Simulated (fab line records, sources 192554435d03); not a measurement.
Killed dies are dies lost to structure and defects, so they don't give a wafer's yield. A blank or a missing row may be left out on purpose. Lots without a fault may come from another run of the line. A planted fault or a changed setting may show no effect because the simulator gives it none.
fab line records | flow n5_finfet
record lots=6 wafers=17 last_day=17
route steps=1938 shown TV_LITHO@1876 TV_OPEN@1887 PASSIVATION@1936
lots that met no fault: from a run of the same line without faults
start_h: hours from the record's first day to the start of the lot's first wafer shown | wait_h: hours since the lot's step before | " the same as in the row above | L1.1+2: a row that stands for several wafers | - no value, or no start given | * or withheld: withheld | < > ~ a bound
route shown NAME@n: a module of which the file shows steps, and the number in the route of the first | usual: mean/standard deviation of fault-free wafers | same: alike in all rows | chamber/n: place in a boat | sites: the reading at each site | _std_site: their standard deviation | _edge_site: outer sites' mean less inner sites' | radius_mm: how far each site lies from the wafer's centre | mask NAME#n: copy n | behind: the tool/chamber that last shaped the wafer | hold: why the lot was held/for how many hours/how that ended | device: the transistor (n, p or np) that didn't switch | end of line: the same wafers' tests at the end of the route | a step without rows: its recipe alone | killed: dies lost to structure and defects at the first sort, not the wafer's yield | map: a wafer's dies, x killed, . not, _ none there
set.NAME: the setting as run; set.NAME@STEP: as run at that earlier step | model.NAME: the simulator's own value behind a step, which no gauge read
lots at some steps of the route; a table a step, a row a wafer
services: from which hour (start_h, from the record's first day; less than 0 if before it) a tool's chamber was out of use, for how many hours, and why
## steps
# step N5_PASSIVATION_COAT_04
# recipe spin_rpm=* resist_thk_nm=*
# step N5_PASSIVATION_EBR_06
# recipe solvent=PGMEA ebr_width_mm=1.5
# step N5_PASSIVATION_SOFTBAKE_05
# recipe temp_c=100 time_s=90
# step N5_PASSIVATION_EXPOSE_07
# recipe mask_id=TV na=0.55 source_shape=conventional sigma_outer=0.8 polarization=unpolarized defocus_nm=0 target_cd_nm=3000 dose_mj=22.75
# step N5_PASSIVATION_PEB_08
# recipe peb_temp_c=withheld peb_time_s=*
# step N5_PASSIVATION_DEVELOP_09
# recipe develop_time_s=60 rinse_liquid=diw dry=air_spin dev_temp_c=21
# step N5_PASSIVATION_HARDBAKE_11
# recipe temp_c=130 time_s=120
# step N5_PASSIVATION_CD_MEAS_10
# recipe target_cd_nm=3000 landing_energy_ev=500 detector=se_inlens
# usual cd_nm=2999.7/2.2
# columns lot.wafer tool chamber start_h wait_h cd_nm
L433.2 cd_sem-01 0 280.42 - 3001.8
L433.4 " 0 " " 2998.4
L433.5 " 0 " " 3000.3
L434.2 cd_sem-01 0 294.76 - 3004.5
L434.5 " 0 " " 3001.2
L434.6 " 0 " " 3000.4
L442.3 cd_sem-03 0 339.50 - 2999.3
L442.5 " 0 " " 3002.3
L442.6 " 0 " " 3001.1
L443.3 cd_sem-03 0 340.02 - 3003.1
L443.5 " 0 " " 2995.9
L447.2 cd_sem-02 0 350.76 - 3002.9
L447.5 " 0 " " 3004.0
L447.6 " 0 " " 3001.8
L452.1 cd_sem-01 0 407.41 - 3000.6
L452.2 " 0 " " 2997.6
L452.6 " 0 " " 2996.7
# step N5_PASSIVATION_OVL_MEAS_60
# recipe points_per_wafer=44
# usual TV_OVL=3/7
# columns lot.wafer tool chamber start_h wait_h TV_OVL[nm]
L433.2 overlay-02 0 280.45 0.0 1
L433.4 " 0 " " 0
L433.5 " 0 " " -20
L434.2 overlay-01 0 294.79 0.0 0
L434.5 " 0 " " 2
L434.6 " 0 " " 8
L442.3 overlay-02 0 339.53 0.0 9
L442.5 " 0 " " 5
L442.6 " 0 " " -5
L443.3 overlay-02 0 340.05 0.0 5
L443.5 " 0 " " 8
L447.2 overlay-01 0 350.79 0.0 -2
L447.5 " 0 " " 18
L447.6 " 0 " " -2
L452.1 overlay-01 0 407.44 0.0 -4
L452.2 " 0 " " 14
L452.6 " 0 " " 3
# step N5_PASSIVATION_INSPECT_61
# recipe mode=adi inspect_instrument=macro
# usual raw_defect_count=2.0/1.3
# columns lot.wafer tool chamber start_h wait_h raw_defect_count
L433.2 defect_inspect-02 - 280.77 0.3 3
L433.4 " - " " 2
L433.5 " - " " 1
L434.2 defect_inspect-02 - 294.82 0.0 3
L434.5 " - " " 1
L434.6 " - " " 3
L442.3 defect_inspect-01 - 339.55 0.0 1
L442.5 " - " " 2
L442.6 " - " " 1
L443.3 defect_inspect-02 - 340.07 0.0 2
L443.5 " - " " 3
L447.2 defect_inspect-01 - 350.81 0.0 0
L447.5 " - " " 4
L447.6 " - " " 2
L452.1 defect_inspect-01 - 407.47 0.0 3
L452.2 " - " " 2
L452.6 " - " " 2
# step N5_PASSIVATION_DESCUM_12
# recipe chemistry=O2 time_s=7.9 source_power_w=50 bias_power_w=20 pressure_mtorr=20 rf_frequency_hz=2.712e+07 temp_c=40 o2_flow_sccm=225
# usual bias_power_w=20.00/0.063 drypump_motor_current_A=5.8/0.41 oes_product_au=0.77/0.081 rf_vpp_V=242.8/1.2 showerhead_plenum_p_Torr=2.06/0.052 throttle_valve_pct=20.49/0.22
# columns lot.wafer tool chamber start_h wait_h bias_power_w drypump_motor_current_A oes_product_au rf_hours_counter_h rf_vpp_V showerhead_plenum_p_Torr throttle_valve_pct
L433.2 rie_diel-06 0 280.81 0.0 20.03 5.6 0.89 25 243.0 2.07 20.65
L433.4 " 1 " " 20.02 5.5 0.72 192 243.7 2.08 20.10
L433.5 " 2 " " 20.07 6.2 0.70 - 240.6 2.08 20.94
L434.2 rie_diel-02 1 295.63 0.8 20.00 5.8 0.94 23 242.2 2.03 20.56
L434.5 " 3 " " 19.94 6.3 0.79 - 244.1 2.10 20.45
L434.6 " 2 " " 19.95 6.0 0.70 - 245.8 2.15 20.62
L442.3 rie_diel-02 1 339.59 0.0 19.92 5.8 0.90 40 243.1 2.02 20.59
L442.5 " 2 " " 20.00 6.0 0.67 - 245.1 2.14 20.67
L442.6 " 3 " " 20.09 6.3 0.78 - 243.2 2.09 20.45
L443.3 rie_diel-02 2 340.68 0.6 20.06 6.0 0.68 222 244.7 2.14 20.66
L443.5 " 1 " " 19.93 5.8 0.90 - 243.8 2.02 20.60
L447.2 rie_diel-06 3 350.84 0.0 20.01 5.2 0.69 250 243.7 2.14 20.73
L447.5 " 0 " " 19.99 5.6 0.86 - 244.7 2.06 20.69
L447.6 " 1 " " 20.04 5.5 0.70 - 245.0 2.08 20.13
L452.1 rie_diel-06 3 407.57 0.1 19.97 5.2 0.94 14 245.0 2.14 20.39
L452.2 " 0 " " 20.00 5.6 0.83 62 242.5 2.06 20.72
L452.6 " 0 " " 20.10 5.6 0.84 - 241.5 2.06 20.72
# step N5_PASSIVATION_PASS_ETCH_74
# recipe chemistry=CF4/O2 target=SiNx target_depth_a=2200 time_s=110 ion_energy_ev=100 pressure_mtorr=40 source_w=535 bias_w=49 Ar_flow_sccm=100 cf4_flow_sccm=100 O2_flow_sccm=10
# usual bias_w=49.02/0.15 drypump_motor_current_A=5.8/0.41 oes_f_703_au=0.77/0.072 oes_product_au=0.77/0.08 rf_vpp_V=241/4 showerhead_plenum_p_Torr=2.17/0.051 throttle_valve_pct=16.07/0.21
# columns lot.wafer tool chamber start_h wait_h bias_w drypump_motor_current_A oes_f_703_au oes_product_au rf_hours_counter_h rf_vpp_V showerhead_plenum_p_Torr throttle_valve_pct
L433.2 rie_diel-06 0 280.88 0.0 48.92 5.6 0.88 0.89 25 238 2.17 16.06
L433.4 " 1 " " 49.28 5.5 0.71 0.73 192 245 2.19 15.71
L433.5 " 2 " " 49.05 6.2 0.71 0.71 - 238 2.19 16.41
L434.2 rie_diel-02 1 295.70 0.0 49.10 5.8 0.89 0.92 23 242 2.16 16.15
L434.5 " 3 " " 49.00 6.3 0.78 0.80 - 247 2.21 16.07
L434.6 " 2 " " 48.90 6.0 0.69 0.68 - 242 2.26 16.32
L442.3 rie_diel-02 1 339.66 0.0 48.92 5.8 0.87 0.88 40 241 2.15 16.18
L442.5 " 2 " " 49.36 6.0 0.68 0.67 - 241 2.26 16.35
L442.6 " 3 " " 49.16 6.3 0.78 0.78 - 247 2.21 16.09
L443.3 rie_diel-02 2 340.75 0.0 49.19 6.0 0.68 0.68 222 239 2.26 16.36
L443.5 " 1 " " 49.23 5.8 0.87 0.88 - 240 2.15 16.19
L447.2 rie_diel-06 3 350.91 0.0 49.12 5.2 0.71 0.69 250 239 2.26 16.34
L447.5 " 0 " " 48.96 5.6 0.85 0.86 - 239 2.17 16.12
L447.6 " 1 " " 49.23 5.5 0.70 0.69 - 247 2.18 15.73
L452.1 rie_diel-06 3 407.64 0.0 48.70 5.2 0.95 0.94 14 236 2.26 15.90
L452.2 " 0 " " 49.24 5.6 0.83 0.83 62 239 2.16 16.14
L452.6 " 0 " " 49.18 5.6 0.82 0.83 - 239 2.16 16.15
# step N5_PASSIVATION_VIA_ETCH_13
# recipe chemistry=CHF3/O2 target=SiO2 target_depth_a=6600 CHF3_flow_sccm=50 O2_flow_sccm=5 Ar_flow_sccm=200 time_s=330 mask_material=PR pressure_mtorr=30 source_w=650 bias_w=170 ion_energy_ev=200 ends=cleared
# usual bias_w=169.9/0.5 drypump_motor_current_A=5.8/0.41 etch_rf_on_time_s=235/5.2 oes_f_703_au=0.77/0.073 oes_product_au=0.70/0.072 rf_vpp_V=525/8.1 showerhead_plenum_p_Torr=2.37/0.053 throttle_valve_pct=18.95/0.22
# columns lot.wafer tool chamber start_h wait_h bias_w drypump_motor_current_A etch_rf_on_time_s oes_f_703_au oes_product_au rf_hours_counter_h rf_vpp_V showerhead_plenum_p_Torr throttle_valve_pct
L433.2 rie_diel-06 0 280.97 0.0 170.6 5.6 228 0.89 0.80 25 520 2.38 19.03
L433.4 " 1 " " 169.1 5.5 241 0.71 0.65 192 534 2.37 18.44
L433.5 " 2 " " 169.8 6.2 239 0.72 0.64 - 524 2.40 19.35
L434.2 rie_diel-02 1 295.79 0.0 169.9 5.8 237 0.90 0.83 23 526 2.35 19.08
L434.5 " 3 " " 169.8 6.3 232 0.79 0.72 - 535 2.42 18.93
L434.6 " 2 " " 170.3 6.0 252 0.69 0.62 - 526 2.47 19.16
L442.3 rie_diel-02 1 339.75 0.0 170.0 5.8 237 0.87 0.81 40 525 2.35 19.10
L442.5 " 2 " " 162.1 6.1 252 0.67 0.60 - 506 2.46 19.16
L442.6 " 3 " " 170.6 6.3 236 0.78 0.70 - 534 2.41 18.96
L443.3 rie_diel-02 2 340.84 0.0 162.6 6.0 248 0.68 0.60 222 506 2.46 19.18
L443.5 " 1 " " 170.2 5.8 238 0.86 0.80 - 524 2.35 19.10
L447.2 rie_diel-06 3 351.00 0.0 169.5 5.2 230 0.71 0.63 250 516 2.48 19.24
L447.5 " 0 " " 170.2 5.6 229 0.86 0.77 - 520 2.37 19.06
L447.6 " 1 " " 169.7 5.5 238 0.71 0.63 - 534 2.37 18.47
L452.1 rie_diel-06 3 407.73 0.0 170.3 5.2 229 0.95 0.84 14 517 2.47 18.87
L452.2 " 0 " " 169.7 5.6 232 0.83 0.75 62 519 2.37 19.09
L452.6 " 0 " " 169.7 5.6 239 0.83 0.75 - 519 2.37 19.09
# step N5_PASSIVATION_STRIP_14
# recipe chemistry=O2 power_w=600 temp_c=60 pressure_mtorr=30 rf_frequency_hz=6e+07 bias_power_w=0 overash_fraction=0.5 o2_flow_sccm=225
# usual drypump_motor_current_A=5.8/0.41 oes_product_au=0.77/0.081 rf_vpp_V=3.5/1 showerhead_plenum_p_Torr=2.06/0.052 throttle_valve_pct=16.74/0.21
# same bias_power_w=0
# columns lot.wafer tool chamber start_h wait_h drypump_motor_current_A oes_product_au rf_hours_counter_h rf_vpp_V showerhead_plenum_p_Torr throttle_valve_pct
L433.2 rie_diel-06 0 281.17 0.1 5.6 0.88 25 3.0 2.07 16.84
L433.4 " 1 " " 5.5 0.73 192 3.4 2.09 16.37
L433.5 " 2 " " 6.2 0.70 - 4.5 2.08 17.14
L434.2 rie_diel-02 1 295.98 0.1 5.7 0.93 23 3.7 2.03 16.73
L434.5 " 3 " " 6.3 0.80 - 3.8 2.10 16.67
L434.6 " 2 " " 6.0 0.69 - 3.9 2.15 16.98
L442.3 rie_diel-02 1 339.95 0.1 5.8 0.89 40 3.6 2.03 16.76
L442.5 " 2 " " 6.0 0.67 - 4.2 2.14 16.98
L442.6 " 3 " " 6.2 0.77 - 3.6 2.09 16.75
L443.3 rie_diel-02 2 341.04 0.1 6.0 0.68 223 3.0 2.14 16.99
L443.5 " 1 " " 5.8 0.89 - 4.9 2.03 16.80
L447.2 rie_diel-06 3 351.20 0.1 5.2 0.69 250 2.9 2.14 16.99
L447.5 " 0 " " 5.7 0.85 - 4.2 2.07 16.86
L447.6 " 1 " " 5.5 0.69 - 3.4 2.08 16.43
L452.1 rie_diel-06 3 407.93 0.1 5.2 0.93 14 3.4 2.14 16.59
L452.2 " 0 " " 5.6 0.81 62 5.2 2.06 16.87
L452.6 " 0 " " 5.6 0.83 - 2.5 2.06 16.85
# step N5_PASSIVATION_PROBE_49
# usual defect_limited_yield=91.2/1.5 killed_at_M0_to_M3=34/11 killed_at_M4_up=14/5.4 killed_at_contacts=12/5.9 killed_at_front_end=40/12 killed_at_other=4/3.3 killed_dies=103/18 killed_open=68/13 killed_short=34/7.5 sort_bin_5_function=5.1/1 sort_bin_6_memory=3.3/0.7 sort_n_pass=1076/18 sort_yield_pct=91.2/1.5
# same gross_dies=1180 killed_at_back_side=0 sort_bin_4_leakage[%]=0 sort_bin_8_speed[%]=0
# columns lot.wafer tool chamber start_h wait_h defect_limited_yield[%] killed_at_M0_to_M3 killed_at_M4_up killed_at_contacts killed_at_front_end killed_at_other killed_dies killed_open killed_short sort_bin_5_function[%] sort_bin_6_memory[%] sort_n_pass sort_yield_pct[%]
L433.2 prober-02 - 290.38 0.1 93.0 17 5 14 47 0 83 50 31 4.2 2.5 1097 93.0
L433.4 prober-02 - 290.48 0.2 91.5 40 9 21 30 0 100 64 36 4.8 3.1 1080 91.5
L433.5 prober-02 - 290.53 0.2 93.6 13 10 17 34 1 75 50 25 3.5 2.8 1105 93.6
L434.2 prober-02 - 304.03 0.1 91.4 25 11 22 36 8 102 67 35 5.3 3.3 1078 91.4
L434.5 prober-02 - 304.18 0.2 92.2 31 5 13 40 3 92 66 26 4.5 3.2 1088 92.2
L434.6 prober-02 - 304.23 0.3 91.9 47 9 18 20 2 96 57 36 4.7 3.2 1084 91.9
L442.3 prober-01 - 347.17 0.1 93.4 29 15 6 27 1 78 55 22 4.1 2.5 1102 93.4
L442.5 prober-01 - 347.27 0.2 91.8 31 9 9 44 4 97 65 32 4.5 3.4 1083 91.8
L442.6 prober-01 - 347.32 0.3 90.8 29 14 15 49 1 108 78 30 6.2 2.8 1072 90.8
L443.5 prober-02 - 348.00 0.2 91.9 38 10 11 26 10 95 54 40 4.1 3.6 1085 91.9
L447.2 prober-02 - 357.55 0.1 91.0 34 18 12 42 0 106 67 39 4.7 4.0 1074 91.0
L447.5 prober-02 - 357.70 0.2 90.5 48 17 18 29 0 112 78 34 6.2 3.2 1068 90.5
L447.6 prober-02 - 357.75 0.3 91.9 28 20 11 35 1 95 65 27 5.3 2.3 1085 91.9
L452.1 prober-01 - 414.74 0.0 89.9 59 8 9 38 5 119 71 47 5.8 4.0 1061 89.9
L452.2 prober-01 - 414.79 0.1 91.5 38 18 8 32 4 100 65 35 5.0 2.9 1080 91.5
L452.6 prober-01 - 414.99 0.3 92.6 28 17 1 37 4 87 64 23 4.1 3.1 1093 92.6
# killed by level:class
L433.2 FIN_SAQP:geometric_particle:short=14 MOL_CONTACT_COAG:geometric_particle:open=12 STI_FIN_REVEAL:geometric_particle:open=9 BEOL_M2:geometric_particle:open=7 GATE_CUT:geometric_particle:short=4 STI_FIN_REVEAL:geometric_particle:short=3 DUMMY_GATE:geometric_particle:open=3 BEOL_M0_SAQP:geometric_particle:open=3
L433.4 MOL_CONTACT_COAG:geometric_particle:open=17 BEOL_M1:geometric_particle:open=10 BEOL_M0_SAQP:geometric_particle:short=8 FIN_SAQP:geometric_particle:short=7 BEOL_M0_SAQP:geometric_particle:open=6 BEOL_M2:geometric_particle:open=6 STARTING-WAFER:geometric_particle:short=5 DUMMY_GATE:geometric_particle:open=4
L433.5 MOL_CONTACT_COAG:geometric_particle:open=15 STI_FIN_REVEAL:geometric_particle:open=9 FIN_SAQP:geometric_particle:short=8 FIN_SAQP:geometric_particle:open=4 GATE_CUT:geometric_particle:short=4 STARTING-WAFER:geometric_particle:short=4 BEOL_M0_SAQP:geometric_particle:short=3 BEOL_M3:geometric_particle:open=3
L434.2 MOL_CONTACT_COAG:geometric_particle:open=17 STI_FIN_REVEAL:geometric_particle:open=9 BEOL_M0_SAQP:geometric_particle:short=9 BEOL_M0_SAQP:geometric_particle:open=7 DUMMY_GATE:geometric_particle:open=5 MOL_CONTACT_COAG:geometric_particle:short=5 FIN_SAQP:geometric_particle:open=4 GATE_CUT:geometric_particle:short=3
L434.5 MOL_CONTACT_COAG:geometric_particle:open=10 BEOL_M0_SAQP:geometric_particle:open=10 STI_FIN_REVEAL:geometric_particle:open=9 BEOL_M0_SAQP:geometric_particle:short=8 BEOL_M3:geometric_particle:open=5 FIN_SAQP:geometric_particle:open=4 DUMMY_GATE:geometric_particle:short=4 SPACER0:geometric_particle:open=4
L434.6 MOL_CONTACT_COAG:geometric_particle:open=14 BEOL_M0_SAQP:geometric_particle:open=9 BEOL_M2:geometric_particle:open=8 BEOL_M0_SAQP:geometric_particle:short=7 BEOL_M1:geometric_particle:open=6 MOL_CONTACT_COAG:geometric_particle:short=4 BEOL_M0:geometric_particle:short=4 BEOL_M1:geometric_particle:short=4
L442.3 STI_FIN_REVEAL:geometric_particle:open=7 FIN_SAQP:geometric_particle:open=6 FIN_SAQP:geometric_particle:short=6 BEOL_M3:geometric_particle:open=6 MOL_CONTACT_COAG:geometric_particle:open=5 BEOL_M1:geometric_particle:open=5 BEOL_M5:geometric_particle:open=5 BEOL_M2:geometric_particle:open=4
L442.5 BEOL_M2:geometric_particle:open=12 FIN_SAQP:geometric_particle:short=8 FIN_SAQP:geometric_particle:open=7 MOL_CONTACT_COAG:geometric_particle:open=7 STI_FIN_REVEAL:geometric_particle:open=6 BEOL_M1:geometric_particle:open=6 BEOL_M4:geometric_particle:open=6 FIN_CUT:geometric_particle:short=5
L442.6 STI_FIN_REVEAL:geometric_particle:open=15 MOL_CONTACT_COAG:geometric_particle:open=12 FIN_SAQP:geometric_particle:open=10 BEOL_M0_SAQP:geometric_particle:open=8 FIN_SAQP:geometric_particle:short=7 BEOL_M3:geometric_particle:open=5 BEOL_M0_SAQP:geometric_particle:short=5 BEOL_M4:geometric_particle:open=5
L443.5 BEOL_M0_SAQP:geometric_particle:short=10 FIN_SAQP:geometric_particle:short=9 BEOL_M0_SAQP:geometric_particle:open=9 MOL_CONTACT_COAG:geometric_particle:open=8 BEOL_M0:geometric_particle:short=5 BEOL_M3:geometric_particle:open=5 STI_FIN_REVEAL:geometric_particle:open=4 BEOL_M0:geometric_particle:open=4
L447.2 STI_FIN_REVEAL:geometric_particle:open=12 MOL_CONTACT_COAG:geometric_particle:open=9 BEOL_M2:geometric_particle:short=7 FIN_SAQP:geometric_particle:open=6 BEOL_M4:geometric_particle:open=6 BEOL_M0_SAQP:geometric_particle:short=5 BEOL_M0_SAQP:geometric_particle:open=5 BEOL_M3:geometric_particle:open=5
L447.5 BEOL_M3:geometric_particle:open=18 MOL_CONTACT_COAG:geometric_particle:open=13 BEOL_M0_SAQP:geometric_particle:open=9 BEOL_M4:geometric_particle:open=9 BEOL_M0_SAQP:geometric_particle:short=6 BEOL_M1:geometric_particle:open=6 MOL_CONTACT_COAG:geometric_particle:short=5 GATE_CUT:geometric_particle:short=4
L447.6 BEOL_M4:geometric_particle:open=11 MOL_CONTACT_COAG:geometric_particle:open=8 BEOL_M3:geometric_particle:open=7 BEOL_M0_SAQP:geometric_particle:open=6 FIN_SAQP:geometric_particle:short=5 GATE_CUT:geometric_particle:short=5 BEOL_M2:geometric_particle:open=5 STARTING-WAFER:geometric_particle:open=5
L452.1 BEOL_M0_SAQP:geometric_particle:open=13 BEOL_M1:geometric_particle:open=11 BEOL_M0_SAQP:geometric_particle:short=10 FIN_SAQP:geometric_particle:short=9 BEOL_M3:geometric_particle:open=9 FIN_SAQP:geometric_particle:open=8 MOL_CONTACT_COAG:geometric_particle:open=8 BEOL_M1:geometric_particle:short=7
L452.2 BEOL_M1:geometric_particle:open=11 FIN_SAQP:geometric_particle:short=9 BEOL_M0_SAQP:geometric_particle:short=7 BEOL_M3:geometric_particle:open=7 BEOL_M4:geometric_particle:open=7 MOL_CONTACT_COAG:geometric_particle:open=6 FIN_SAQP:geometric_particle:open=5 DUMMY_GATE:geometric_particle:open=5
L452.6 BEOL_M1:geometric_particle:open=13 DUMMY_GATE:geometric_particle:open=8 FIN_SAQP:geometric_particle:open=6 GATE_CUT:geometric_particle:short=6 BEOL_M4:geometric_particle:open=6 STARTING-WAFER:geometric_particle:open=6 BEOL_M7:geometric_particle:open=4 BEOL_M0_SAQP:geometric_particle:open=3
## services
# columns tool chamber start_h hours kind
rie_diel-06 - 291.33 15.6 pm
rie_diel-02 3 315.13 4.7 repair
rie_diel-02 0 339.01 2.1 repair
rie_diel-06 3 351.85 - clean
rie_diel-06 3 351.85 - consumable_replace:focus_ring
rie_diel-06 3 351.85 14.5 scheduled_down
rie_diel-06 3 351.85 14.5 vent_cycle
rie_diel-02 0 361.56 5.1 repair
rie_diel-06 2 391.22 - clean
rie_diel-06 2 391.22 - consumable_replace:focus_ring
## key
first_sign step=N5_PASSIVATION_VIA_ETCH_13 reading=bias_w direction=down sigmas=15 usual=* struck=*
effect none on later readings
met_at N5_PASSIVATION_VIA_ETCH_13
struck_wafers L442.5,L443.3
onset_between 295.79 339.75
fault kind=process_parameter_drift tool=rie_diel-02 chamber=2 onset_h=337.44 steps=N5_PASSIVATION_VIA_ETCH_13 channel=bias_w offset=* shape=step end_h=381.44 acts_in=* stated=*
